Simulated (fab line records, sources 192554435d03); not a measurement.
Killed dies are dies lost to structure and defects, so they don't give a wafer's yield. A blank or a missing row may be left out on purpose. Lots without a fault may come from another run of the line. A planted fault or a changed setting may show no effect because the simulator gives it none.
Chamber matching | flow n5_finfet | N5_BEOL_M1_PRE_CLEAN_60 on cvd_co-01: 3 sister chambers
The step time 15 s. 14 wafers are shown with their chamber, then 7 later ones without.

WAFERS WITH THEIR CHAMBER
wafer  | chamber | heater_power_w (W)
L447.2 | 2       | 61
L447.3 | 0       | 75
L447.4 | 0       | 77
L450.1 | 1       | 92
L450.2 | 0       | 77
L450.4 | 1       | 93
L458.1 | 1       | 93
L458.3 | 0       | 76
L458.5 | 0       | 77
L460.2 | 2       | 62
L460.3 | 1       | 93
L460.6 | 2       | 63
L457.3 | 2       | 62
L457.5 | 0       | 74

SIGNATURES (means of the wafers above)
reading        | chamber 0 | chamber 1 | chamber 2 | scatter within a chamber
heater_power_w | 76.00     | 92.75     | 62.00     | 0.989
Rule: a wafer's distance from a chamber is the root of the sum, over the readings, of the square of ((its reading less the chamber's mean) divided by the reading's scatter). The wafer belongs to the nearest chamber; if the next one is less than 2 further off, it can't be placed. The scatter: the root of (the sum of the squares of (reading less its chamber's mean) over the shown wafers, divided by (wafers less chambers)).

WAFERS WITHOUT THEIR CHAMBER
wafer  | heater_power_w (W)
L457.6 | 91
L466.1 | 61
L466.6 | 64
L467.4 | 95
L467.5 | 62
L468.1 | 63
L468.6 | 65

WHICH CHAMBER EACH WENT THROUGH
wafer  | from the rows above | in truth
L457.6 | 1                   | 1
L466.1 | 2                   | 2
L466.6 | 2                   | 2
L467.4 | 1                   | 1
L467.5 | 2                   | 2
L468.1 | 2                   | 2
L468.6 | 2                   | 2
Placed correctly: 7 of 7. Can't be placed from these rows: 0. Placed wrongly: 0.
